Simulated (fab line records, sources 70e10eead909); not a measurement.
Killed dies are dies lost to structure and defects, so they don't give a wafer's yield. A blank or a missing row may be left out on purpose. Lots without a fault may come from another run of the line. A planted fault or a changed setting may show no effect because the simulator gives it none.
Chamber matching | flow nand_harc | NHARC_A_STAIRCASE_STRIP_476 on rie_diel-07: 4 sister chambers
The step strips in O2, time 20 s. 4 wafers are shown with their chamber, then 10 later ones without.

WAFERS WITH THEIR CHAMBER
wafer  | chamber | drypump_motor_current_A (A)
L087.1 | 3       | 5.0
L087.6 | 0       | 5.5
L089.2 | 2       | 6.2
L089.4 | 1       | 6.3

WAFERS WITHOUT THEIR CHAMBER
wafer  | drypump_motor_current_A (A)
L089.5 | 5.0
L090.1 | 6.2
L090.2 | 5.5
L090.3 | 6.3
L092.1 | 6.3
L092.3 | 5.6
L092.5 | 5.6
L097.1 | 6.3
L097.3 | 5.0
L097.4 | 6.2

WHICH CHAMBER EACH WENT THROUGH
wafer  | from the rows above | in truth
L089.5 | 3                   | 3
L090.1 | 2                   | 2
L090.2 | 0                   | 0
L090.3 | 1                   | 1
L092.1 | 1                   | 1
L092.3 | 0                   | 0
L092.5 | 0                   | 0
L097.1 | 1                   | 1
L097.3 | 3                   | 3
L097.4 | 2                   | 2
Placed correctly: 10 of 10. Can't be placed from these rows: 0. Placed wrongly: 0.
How it was worked out, from the rows above alone: a wafer's distance from a chamber is the root of the sum, over the readings, of the square of ((its reading less the chamber's mean) divided by the reading's scatter). The wafer belongs to the nearest chamber; if the next one is less than 2 further off, it can't be placed. A chamber's mean is the mean of its shown wafers. The scatter: with one shown wafer a chamber, the root of the mean of the squares of how far each hidden wafer lies from its nearest shown one.
